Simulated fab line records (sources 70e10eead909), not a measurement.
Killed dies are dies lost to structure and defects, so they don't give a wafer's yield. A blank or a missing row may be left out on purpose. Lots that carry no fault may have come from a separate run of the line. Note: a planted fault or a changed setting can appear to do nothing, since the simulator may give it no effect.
Which tool is to blame?	flow nand-harc	42 wafers from 14 lots sampled at 6 of the route's 1159 steps

WHAT EACH GAUGE READ, for each wafer
NHARC_P_M2_CD_MEAS_09: the cd target is 170 nm. Usual: cd-nm reads 170.2 nm (standard deviation 0.6).
lot	measured	on	cd-nm (nm)	flag
L544	day 6 17:58	cd-sem-03	170.3 170.5 170.5	
L549	day 7 16:32	cd-sem-02	170.7 170.5 169.3	
L548	day 7 18:12	cd-sem-02	169.9 170.9 169.8	
L552	day 8 19:14	cd-sem-02	170.2 169.9 169.9	
L555	day 9 15:46	cd-sem-01	169.8 170.9 170.6	
L556	day 9 17:50	cd-sem-01	171.4 170.6 170.6	
L557	day 10 09:37	cd-sem-02	170.3 170.3 170.3	
L560	day 10 13:10	cd-sem-03	170.4 169.8 169.8	
L559	day 10 13:53	cd-sem-02	169.4 170.0 170.4	
L561	day 10 19:08	cd-sem-02	170.3 170.6 169.9	
L562	day 11 02:51	cd-sem-03	170.0 170.9 170.9	
L563	day 11 08:54	cd-sem-01	170.1 169.7 169.7	
L564	day 11 10:14	cd-sem-01	169.1 170.5 170.0	
L565	day 11 22:50	cd-sem-03	170.8 170.5 171.1	

NHARC_P_M2_OVL_MEAS_10: pitch 340 nm. Usual: overlay-x-nm 0.0 nm, standard deviation 0.68; overlay-y-nm 0.2 nm, standard deviation 0.95.
lot	measured	on	overlay-x-nm (nm)	overlay-y-nm (nm)	flag
L544	day 6 18:03	overlay-02	-0.9 0.1 -0.9	0.1 0.4 0.1	
L549	day 7 16:37	overlay-01	1.0 1.1 0.8	-0.1 0.5 0.4	
L548	day 7 18:17	overlay-01	-0.4 -0.2 -0.4	1.1 1.1 1.3	
L552	day 8 19:19	overlay-01	-0.4 0.0 0.2	-0.1 -0.6 0.0	
L555	day 9 15:51	overlay-01	-0.5 -0.1 -0.1	-1.7 -1.1 -1.4	
L556	day 9 17:55	overlay-02	0.6 -0.1 0.5	1.9 1.2 1.4	
L557	day 10 09:43	overlay-02	0.0 -0.1 0.1	-0.3 -0.2 -0.4	
L560	day 10 13:14	overlay-02	0.5 0.3 0.4	-0.8 -0.5 -0.4	
L559	day 10 13:59	overlay-02	-0.9 -1.8 -1.1	2.3 1.9 1.8	
L561	day 10 19:13	overlay-02	-0.2 0.3 0.2	-0.8 -1.2 -1.6	
L562	day 11 02:56	overlay-01	-0.1 0.4 0.7	0.9 0.6 1.2	
L563	day 11 08:59	overlay-02	-0.7 -1.3 -1.5	-1.1 -0.5 -1.0	
L564	day 11 10:19	overlay-02	1.1 0.5 1.0	0.4 0.6 -0.2	
L565	day 11 22:55	overlay-02	0.0 -0.1 0.6	0.4 0.8 0.9	

NHARC_P_M2_THK_MEAS_24: measures by xrf. Usual: thk-nm reads 144.4 nm (standard deviation 1.4).
lot	measured	on	thk-nm (nm)	flag
L544	day 6 20:36	film-metro-02	143.6 146.8 144.1	
L549	day 7 19:09	film-metro-02	28.6 29.8 31.7	OFF
L548	day 7 20:50	film-metro-02	30.0 29.7 30.7	OFF
L552	day 8 22:08	film-metro-02	147.0 145.2 144.8	
L555	day 9 18:25	film-metro-01	143.1 144.1 146.7	
L556	day 9 20:28	film-metro-02	145.4 146.3 143.8	
L557	day 10 12:33	film-metro-01	145.6 143.7 144.6	
L560	day 10 16:41	film-metro-01	145.3 143.3 145.3	
L559	day 10 16:44	film-metro-02	143.0 145.2 144.7	
L561	day 10 21:52	film-metro-02	141.4 142.0 143.4	
L562	day 11 05:28	film-metro-01	145.8 147.3 144.4	
L563	day 11 11:31	film-metro-02	145.5 144.9 144.6	
L564	day 11 12:51	film-metro-02	145.0 146.0 145.2	
L565	day 12 01:26	film-metro-01	145.5 144.7 145.2	

TOOL THAT RAN EACH LOT (tool first, then ch and the chambers of the sampled wafers, then the start)
lot	NHARC_P_M2_DESCUM_14	NHARC_P_M2_ECD_22	NHARC_P_M2_CMP_23
L544	rie-diel-09 ch 0,1,3, day 6 18:10	ecd-cu-02 ch 0,1, day 6 19:39	cmp-02 ch 0,3, day 6 20:17
L549	rie-diel-13 ch 1,2,3, day 7 16:43	ecd-cu-02 ch 0,1, day 7 18:10	cmp-01 ch 0,1,2, day 7 18:50
L548	rie-diel-13 ch 0,1,3, day 7 18:24	ecd-cu-01 ch 0,1, day 7 19:48	cmp-02 ch 1,2,3, day 7 20:37
L552	rie-diel-10 ch 1,2,3, day 8 19:26	ecd-cu-01 ch 0,1, day 8 21:13	cmp-04 ch 0,1,3, day 8 21:52
L555	rie-diel-09 ch 0,1,2, day 9 15:59	ecd-cu-02 ch 0,1, day 9 17:23	cmp-02 ch 0,1, day 9 18:06
L556	rie-diel-13 ch 1,2, day 9 18:02	ecd-cu-02 ch 0,1, day 9 19:27	cmp-04 ch 1,2, day 9 20:10
L557	rie-diel-09 ch 0,2,3, day 10 09:49	ecd-cu-02 ch 0,1, day 10 11:23	cmp-02 ch 1,3, day 10 12:14
L560	rie-diel-13 ch 1,2,3, day 10 13:23	ecd-cu-01 ch 0,1, day 10 15:42	cmp-04 ch 0,1,2, day 10 16:23
L559	rie-diel-10 ch 0,1,2, day 10 14:05	ecd-cu-02 ch 0, day 10 15:44	cmp-02 ch 0,2, day 10 16:27
L561	rie-diel-13 ch 0,3, day 10 19:20	ecd-cu-01 ch 0,1, day 10 20:55	cmp-01 ch 0,1,3, day 10 21:36
L562	rie-diel-10 ch 0,1,2, day 11 03:02	ecd-cu-01 ch 0,1, day 11 04:26	cmp-04 ch 0,2,3, day 11 05:08
L563	rie-diel-13 ch 0,1, day 11 09:05	ecd-cu-01 ch 0,1, day 11 10:28	cmp-02 ch 0,1,2, day 11 11:13
L564	rie-diel-13 ch 1,3, day 11 10:25	ecd-cu-02 ch 0,1, day 11 11:49	cmp-04 ch 0,2,3, day 11 12:35
L565	rie-diel-13 ch 0,1,2, day 11 23:01	ecd-cu-02 ch 0,1, day 12 00:24	cmp-02 ch 1,2,3, day 12 01:07
- NHARC_P_M2_DESCUM_14: chemistry O2, time 3 s.
- NHARC_P_M2_ECD_22: material Cu, target thk 400 nm.
- NHARC_P_M2_CMP_23: polishes, t overpolish 20 s, target thk 144.3 nm.

AS READ BY THE TOOLS THEMSELVES (means over the sampled wafers that have a number; for cases with no such wafer, the mark the record gives instead)
NHARC_P_M2_DESCUM_14. Usual: drypump-motor-current-A 5.8 A, standard deviation 0.33; oes-product-au 1.007 a.u., standard deviation 0.0084; rf-vpp-V 58.0 V, standard deviation 0.88; showerhead-plenum-p-Torr 1.97 Torr, standard deviation 0.065; throttle-valve-pct 11.311 %, standard deviation 0.0088.
lot	tool	drypump-motor-current-A (A)	oes-product-au (a.u.)	rf-vpp-V (V)	showerhead-plenum-p-Torr (Torr)	throttle-valve-pct (%)	flag
L544	rie-diel-09	5.7	1.004	58.1	1.97	11.315	
L549	rie-diel-13	5.8	1.004	58.0	2.00	11.307	
L548	rie-diel-13	5.8	1.007	57.7	1.99	11.315	
L552	rie-diel-10	5.9	0.988	57.9	1.92	11.310	
L555	rie-diel-09	5.5	1.008	57.7	1.92	11.310	
L556	rie-diel-13	5.7	1.012	58.1	1.97	11.317	
L557	rie-diel-09	5.8	1.014	58.4	1.94	11.314	
L560	rie-diel-13	5.8	1.011	58.3	2.00	11.309	
L559	rie-diel-10	6.0	0.998	58.3	1.96	11.310	
L561	rie-diel-13	5.6	1.008	58.8	2.01	11.309	
L562	rie-diel-10	6.1	0.999	59.2	1.96	11.306	
L563	rie-diel-13	5.9	1.011	57.5	1.95	11.315	
L564	rie-diel-13	5.8	1.004	58.7	2.03	11.317	
L565	rie-diel-13	5.8	1.005	57.3	1.96	11.311	

NHARC_P_M2_ECD_22. Usual: bath-heat-duty-pct 6.3 %, standard deviation 0.89; bath-temp-c 24.99 C, standard deviation 0.092.
lot	tool	bath-heat-duty-pct (%)	bath-temp-c (C)	flag
L544	ecd-cu-02	6.0	25.05	
L549	ecd-cu-02	-	-	OFF
L548	ecd-cu-01	-	-	OFF
L552	ecd-cu-01	7.0	25.01	
L555	ecd-cu-02	6.3	25.03	
L556	ecd-cu-02	6.0	25.01	
L557	ecd-cu-02	5.2	25.06	
L560	ecd-cu-01	6.5	25.02	
L559	ecd-cu-02	5.6	24.87	
L561	ecd-cu-01	6.3	25.00	
L562	ecd-cu-01	5.8	25.03	
L563	ecd-cu-01	6.6	24.87	
L564	ecd-cu-02	6.3	25.06	
L565	ecd-cu-02	6.8	25.08	

NHARC_P_M2_CMP_23. Usual: motor-current-A 11.3 A, standard deviation 1.3; pad-life-wafers 245, standard deviation 180; time-to-endpoint-s 29.1 s, standard deviation 2.8.
lot	tool	motor-current-A (A)	pad-life-wafers	time-to-endpoint-s (s)	flag
L544	cmp-02	11.3	614	28.1	
L549	cmp-01	13.1	380	0.8	OFF
L548	cmp-02	10.7	81	0.9	OFF
L552	cmp-04	12.1	344	30.3	
L555	cmp-02	10.0	282	32.5	
L556	cmp-04	10.5	43	27.7	
L557	cmp-02	11.5	373	28.3	
L560	cmp-04	11.3	187	32.4	
L559	cmp-02	10.8	410	31.6	
L561	cmp-01	11.7	266	27.3	
L562	cmp-04	10.8	253	30.7	
L563	cmp-02	10.2	2	30.4	
L564	cmp-04	11.3	302	33.0	
L565	cmp-02	11.2	62	28.1	

THE ANSWER, worked out from the rows above alone
Rule: a lot is off if the mean of its wafers that have a number lies more than 3 standard deviations from the usual mean. Also off: a lot with no number at a reading for which 4 or more lots have one. Any other lot the step has rows for is counted as sound. After the gauges, taken in route order, come the tools' own readings; for these a lot's mean is taken, as printed above. At the first step where some lot is off, the reading lying furthest off is the one used; lots without a number count as furthest.
Off, at NHARC_P_M2_THK_MEAS_24 on thk-nm: L549, L548.
A tool fits if, at a process step before that reading, it ran every lot that is off, and no sound lot after the first of them. Not tried: the gauges at NHARC_P_M2_THK_MEAS_24; whatever is off there is also off at NHARC_P_M2_ECD_22, on other tools, and gauge error can't account for it. None of those tried fits.

WHAT HAD BEEN PUT IN BY THE SIMULATOR
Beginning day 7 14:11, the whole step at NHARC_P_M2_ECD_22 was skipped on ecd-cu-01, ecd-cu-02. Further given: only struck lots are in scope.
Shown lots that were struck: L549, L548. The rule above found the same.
